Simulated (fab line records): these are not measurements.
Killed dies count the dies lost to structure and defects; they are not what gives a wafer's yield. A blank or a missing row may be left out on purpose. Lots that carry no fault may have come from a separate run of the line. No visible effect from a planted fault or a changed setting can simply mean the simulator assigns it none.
Matching of chambers | flow n5-finfet | N5_BEOL_M0_SAQP_ETCH_84 on rie-diel-01 has 4 sister chambers
The step etches SOC in N2/H2, target depth 100 nm, overetch 20 nm, time 150 s. 8 wafers are shown with their chamber, then 7 later ones without.

## EACH WAFER AND ITS CHAMBER
wafer  | chamber | drypump-motor-current-A (A) | throttle-valve-pct (%)
L753.5 | 3       | 5.9                         | 17.70
L756.3 | 2       | 5.9                         | 17.90
L756.4 | 3       | 5.8                         | 17.70
L771.2 | 2       | 5.8                         | 17.49
L771.3 | 0       | 6.3                         | 18.12
L771.6 | 1       | 5.8                         | 17.83
L773.3 | 0       | 6.3                         | 18.13
L773.5 | 1       | 5.8                         | 17.83

## WAFERS WITHOUT THEIR CHAMBER
wafer  | drypump-motor-current-A (A) | throttle-valve-pct (%)
L773.6 | 5.9                         | 17.50
L774.2 | 6.4                         | 18.12
L774.4 | 5.8                         | 17.84
L774.5 | 5.8                         | 17.48
L775.3 | 5.8                         | 17.76
L775.4 | 5.8                         | 17.85
L775.5 | 6.3                         | 18.11

## WHICH CHAMBER EACH ONE RAN IN
wafer  | from the rows above          | in truth
L773.6 | can't be placed: 2 or 3 or 1 | 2
L774.2 | 0                            | 0
L774.4 | can't be placed: 1 or 3 or 2 | 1
L774.5 | can't be placed: 2 or 3 or 1 | 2
L775.3 | can't be placed: 1 or 3 or 2 | 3
L775.4 | can't be placed: 1 or 3 or 2 | 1
L775.5 | 0                            | 0
Correctly placed: 2 of 7. Not placeable from these rows: 5 (in 5, the candidates include the true chamber). Placed wrongly: 0.
How it was worked out, from the rows above alone: a wafer's distance from a chamber is the root of the sum, over the readings, of the square of ((its reading less the chamber's mean) divided by the reading's scatter). The wafer belongs to the nearest chamber; if the next one is less than 2 further off, it can't be placed. A chamber's mean is the mean of its shown wafers. The scatter: take each reading less its chamber's mean, square it, sum over the shown wafers, divide by the number of wafers less the number of chambers, and take the root.
